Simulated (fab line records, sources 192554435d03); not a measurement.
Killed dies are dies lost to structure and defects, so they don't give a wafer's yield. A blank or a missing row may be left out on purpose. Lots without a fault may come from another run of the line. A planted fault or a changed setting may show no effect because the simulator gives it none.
fab line records | flow n5_finfet
record lots=10 wafers=30 last_day=18
route steps=1938 shown BEOL_M2@901 BEOL_M4@1111
lots that met no fault: from a run of the same line without faults
start_h: hours from the record's first day to the start of the lot's first wafer shown | wait_h: hours since the lot's step before | " the same as in the row above | L1.1+2: a row that stands for several wafers | - no value, or no start given | * or withheld: withheld | < > ~ a bound
route shown NAME@n: a module of which the file shows steps, and the number in the route of the first | usual: mean/standard deviation of fault-free wafers | same: alike in all rows | chamber/n: place in a boat | sites: the reading at each site | _std_site: their standard deviation | _edge_site: outer sites' mean less inner sites' | radius_mm: how far each site lies from the wafer's centre | mask NAME#n: copy n | behind: the tool/chamber that last shaped the wafer | hold: why the lot was held/for how many hours/how that ended | device: the transistor (n, p or np) that didn't switch | end of line: the same wafers' tests at the end of the route | a step without rows: its recipe alone | killed: dies lost to structure and defects at the first sort, not the wafer's yield | map: a wafer's dies, x killed, . not, _ none there
set.NAME: the setting as run; set.NAME@STEP: as run at that earlier step | model.NAME: the simulator's own value behind a step, which no gauge read
steps of the route over a sample of lots; a table a step, a row a wafer
services: from which hour (start_h, from the record's first day; less than 0 if before it) a tool's chamber was out of use, for how many hours, and why
## steps
# step N5_BEOL_M2_ALD_84
# recipe material=TaN target_thk_a=* temp_c=275 ald_precursor_family=PDMAT ald_co_reactant=NH3 pressure_torr=3 carrier_flow_sccm=1500 pulse_time_s=2 purge_time_s=3 co_reactant_purge_time_s=2 co_reactant_pulse_time_s=3 ald_cycles=30 precursor_vessel_temp_c=75 precursor_vessel_pressure_torr=26.25 precursor_vessel_carrier_sccm=1000
# usual heater_power_w=399/43
# columns lot.wafer tool chamber start_h wait_h heater_power_w
L465.1 ald_metal-01 2 140.61 0.0 423
L465.4 " 0 " " 431
L465.6 " 0 " " 431
L468.3 ald_metal-01 0 160.95 0.1 440
L468.4 " 1 " " 412
L468.6 " 2 " " 423
L471.1 ald_metal-03 3 171.70 0.0 347
L471.3 " 0 " " 425
L471.6 " 3 " " 351
L472.2 ald_metal-01 2 191.82 0.0 432
L472.4 " 1 " " 413
L472.6 " 2 " " 418
L473.1 ald_metal-03 0 197.21 0.0 439
L473.2 " 2 " " 522
L473.6 " 0 " " 417
L476.2 ald_metal-03 2 200.18 0.3 518
L476.4 " 0 " " 425
L476.5 " 1 " " 365
L478.3 ald_metal-04 3 225.53 0.0 423
L478.4 " 0 " " 364
L478.6 " 1 " " 407
L484.2 ald_metal-04 2 267.55 0.0 366
L484.5 " 0 " " 364
L484.6 " 1 " " 401
L486.1 ald_metal-04 3 282.42 0.0 421
L486.3 " 2 " " 357
L486.4 " 1 " " 397
L488.1 ald_metal-04 3 295.67 0.1 423
L488.5 " 2 " " 369
L488.6 " 3 " " 417
# step N5_BEOL_M2_CVD_47
# recipe material=Co target_thk_a=30 temp_c=withheld precursor=CCTBA/H2 pressure_torr=30 time_s=223.8
# usual run_length_s=246.9/0.37
# columns lot.wafer tool chamber start_h wait_h run_length_s
L465.1 cvd_co-02 1 140.93 0.0 246.9
L465.4 " 1 " " 246.8
L465.6 " 2 " " 246.8
L468.3 cvd_co-01 1 161.26 0.0 247.3
L468.4 " 0 " " 246.7
L468.6 " 1 " " 246.8
L471.1 cvd_co-02 0 172.29 0.3 247.6
L471.3 " 1 " " 247.7
L471.6 " 2 " " 246.6
L472.2 cvd_co-01 1 192.31 0.1 246.8
L472.4 " 2 " " 247.0
L472.6 " 1 " " 247.1
L473.1 cvd_co-01 0 197.75 0.3 246.7
L473.2 " 1 " " 246.6
L473.6 " 2 " " 246.9
L476.2 cvd_co-02 0 201.64 0.3 247.6
L476.4 " 1 " " 246.8
L476.5 " 0 " " 247.0
L478.3 cvd_co-02 1 225.82 0.0 246.8
L478.4 " 2 " " 339.5
L478.6 " 1 " " 246.7
L484.2 cvd_co-01 2 268.05 0.1 246.7
L484.5 " 2 " " 246.9
L484.6 " 1 " " 247.3
L486.1 cvd_co-02 0 282.72 0.0 247.3
L486.3 " 1 " " 247.0
L486.4 " 1 " " 247.0
L488.1 cvd_co-01 1 296.23 0.2 247.3
L488.5 " 2 " " 246.5
L488.6 " 1 " " 246.6
# step N5_BEOL_M2_SPUTTER_48
# recipe material=Cu target_thk_a=45 temp_c=-20 chamber_pressure_pa=0.07 power_w=withheld time_s=8.29
# usual throttle_valve_pct=30.3/1
# columns lot.wafer tool chamber start_h wait_h throttle_valve_pct
L465.1 pvd_sputter-03 - 141.09 0.1 30.0
L465.4 " - " " 31.2
L465.6 " - " " 28.5
L468.3 pvd_sputter-03 - 161.43 0.1 30.4
L468.4 " - " " 30.3
L468.6 " - " " 30.1
L471.1 pvd_sputter-02 - 173.86 1.5 31.6
L471.3 " - " " 29.7
L471.6 " - " " 31.9
L472.2 pvd_sputter-02 - 193.08 0.7 29.8
L472.4 " - " " 28.3
L472.6 " - " " 31.7
L473.1 pvd_sputter-01 - 199.47 1.7 30.0
L473.2 " - " " 31.7
L473.6 " - " " 30.2
L476.2 pvd_sputter-01 - 201.83 0.1 31.9
L476.4 " - " " 29.8
L476.5 " - " " 30.3
L478.3 pvd_sputter-03 - 225.98 0.1 28.7
L478.4 " - " " 30.1
L478.6 " - " " 28.6
L484.2 pvd_sputter-01 - 268.24 0.1 30.0
L484.5 " - " " 31.7
L484.6 " - " " 29.8
L486.1 pvd_sputter-02 - 282.94 0.2 28.5
L486.3 " - " " 30.1
L486.4 " - " " 29.7
L488.1 pvd_sputter-03 - 296.44 0.1 30.2
L488.5 " - " " 31.3
L488.6 " - " " 30.1
# step N5_BEOL_M2_ANNEAL_80
# recipe temp_c=400 time_s=240 ambient=vacuum
# usual heater_power_w=844/79
# columns lot.wafer tool chamber start_h wait_h heater_power_w
L465.1 pvd_sputter-03 - 141.39 0.0 845
L465.4 " - " " 881
L465.6 " - " " 849
L468.3 pvd_sputter-03 - 161.73 0.0 720
L468.4 " - " " 734
L468.6 " - " " 857
L471.1 pvd_sputter-02 - 174.16 0.0 853
L471.3 " - " " 841
L471.6 " - " " 851
L472.2 pvd_sputter-02 - 193.38 0.0 858
L472.4 " - " " 824
L472.6 " - " " 861
L473.1 pvd_sputter-01 - 199.77 0.0 728
L473.2 " - " " 920
L473.6 " - " " 986
L476.2 pvd_sputter-01 - 202.13 0.0 921
L476.4 " - " " 779
L476.5 " - " " 724
L478.3 pvd_sputter-03 - 226.28 0.0 815
L478.4 " - " " 851
L478.6 " - " " 835
L484.2 pvd_sputter-01 - 268.54 0.0 966
L484.5 " - " " 881
L484.6 " - " " 743
L486.1 pvd_sputter-02 - 283.28 0.0 819
L486.3 " - " " 891
L486.4 " - " " 821
L488.1 pvd_sputter-03 - 296.74 0.0 724
L488.5 " - " " 885
L488.6 " - " " 742
# step N5_BEOL_M4_RC_MEAS_101
# usual DIBL_N=36.3/2 DIBL_P=36.3/2.4 IOFF_N=0.16/0.034 IOFF_P=0.21/0.035 ION_N=672/12 ION_P=459/6.5 SS_N=71.6/0.67 SS_P=73.3/0.71 VT_N=250/3.5 VT_P=-251/3
# columns lot.wafer tool chamber start_h wait_h DIBL_N[mV/V] DIBL_P[mV/V] IOFF_N[nA/um] IOFF_P[nA/um] ION_N[uA/um] ION_P[uA/um] SS_N[mV/dec] SS_P[mV/dec] VT_N[mV] VT_P[mV]
L465.1 prober-02 0 168.43 0.0 35.2 33.4 0.12 0.18 658 453 71.4 72.0 252 -254
L465.4 " 0 " " 37.8 36.8 0.17 0.23 676 464 71.9 73.4 248 -248
L465.6 " 0 " " 35.8 34.4 0.14 0.19 672 459 71.5 72.6 252 -250
L468.3 prober-02 0 184.97 0.3 35.0 34.4 0.14 0.18 666 453 71.1 73.2 249 -254
L468.4 " 0 " " 33.2 31.5 0.10 0.13 647 440 70.8 72.8 256 -256
L468.6 " 0 " " 33.3 32.3 0.11 0.15 650 452 70.9 72.7 256 -253
L471.1 prober-01 0 200.49 0.0 34.8 35.7 0.14 0.19 674 460 71.6 72.7 251 -250
L471.3 " 0 " " 36.4 37.8 0.16 0.22 675 467 71.6 73.9 249 -249
L471.6 " 0 " " 36.4 36.9 0.17 0.21 680 458 70.6 73.1 247 -251
L472.2 prober-02 0 219.97 0.2 31.6 31.6 0.11 0.16 650 451 71.4 72.7 258 -253
L472.4 " 0 " " 33.2 33.4 0.13 0.18 660 457 70.7 72.2 252 -251
L472.6 " 0 " " 33.5 34.0 0.14 0.20 668 458 71.6 73.1 251 -248
L473.1 prober-02 0 253.69 0.0 36.3 35.8 0.16 0.24 670 465 72.2 72.4 252 -246
L473.2 " 0 " " 34.7 33.7 0.13 0.20 658 463 71.6 72.2 251 -250
L473.6 " 0 " " 33.9 32.3 0.11 0.17 627 450 72.0 72.4 259 -250
L476.2 prober-01 0 255.75 0.2 36.1 37.2 0.15 0.21 664 455 71.5 73.3 249 -251
L476.4 " 0 " " 35.3 36.9 0.16 0.21 692 476 71.4 73.0 247 -251
L476.5 " 0 " " 37.2 38.8 0.19 0.23 683 462 72.4 73.6 246 -249
L478.3 prober-01 0 261.57 0.3 35.5 37.5 0.15 0.22 664 458 72.0 73.6 253 -248
L478.4 " 0 " " 36.9 38.8 0.19 0.23 671 459 72.6 73.9 249 -249
L478.6 " 0 " " 38.3 40.6 0.22 0.28 679 465 72.3 74.3 244 -247
L484.2 prober-02 0 308.36 0.2 36.9 37.5 0.17 0.21 678 459 71.0 73.6 248 -251
L484.5 " 0 " " 34.1 33.3 0.12 0.14 659 448 70.7 72.5 255 -256
L484.6 " 0 " " 39.1 39.4 0.21 0.23 682 458 72.3 73.4 246 -251
L486.1 prober-01 0 317.86 0.0 37.9 38.8 0.20 0.25 699 473 72.3 74.4 245 -248
L486.3 " 0 " " 37.1 37.0 0.18 0.22 679 463 71.9 73.8 246 -249
L486.4 " 0 " " 40.2 40.1 0.24 0.28 693 469 72.8 74.6 243 -250
L488.1 prober-01 0 326.38 0.0 36.8 37.1 0.19 0.22 680 459 71.8 73.0 248 -249
L488.5 " 0 " " 37.2 37.9 0.20 0.24 679 459 72.0 73.4 246 -248
L488.6 " 0 " " 36.1 36.1 0.18 0.21 684 462 72.0 72.6 245 -251
## services
# columns tool chamber start_h hours kind
cvd_co-01 - 131.30 3.8 pm
cvd_co-02 - 151.32 1.5 repair
cvd_co-02 - 167.38 4.1 repair
cvd_co-02 2 174.06 10.5 repair
ald_metal-03 - 178.80 1.6 repair
ald_metal-04 0 188.48 10.4 repair
pvd_sputter-02 - 197.53 7.5 repair
ald_metal-01 - 223.77 0.7 repair
cvd_co-01 2 232.36 3.2 repair
cvd_co-02 - 262.33 0.7 repair
ald_metal-03 - 281.98 0.6 repair
cvd_co-02 - 283.54 14.6 pm
## key
first_sign step=N5_BEOL_M2_CVD_47 reading=run_length_s direction=up sigmas=99+ usual=* struck=*
effect none on later readings
met_at N5_BEOL_M2_CVD_47
struck_lots L478
struck_wafers L478.4
not_acting_at N5_BEOL_M2_ALD_84,N5_BEOL_M2_SPUTTER_48,N5_BEOL_M2_ANNEAL_80
onset_between 172.29 225.82
fault kind=process_parameter_drift tool=cvd_co-02 chamber=2 onset_h=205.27 steps=N5_BEOL_M2_CVD_47 channel=time_s offset=* shape=step end_h=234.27 acts_in=* stated=*
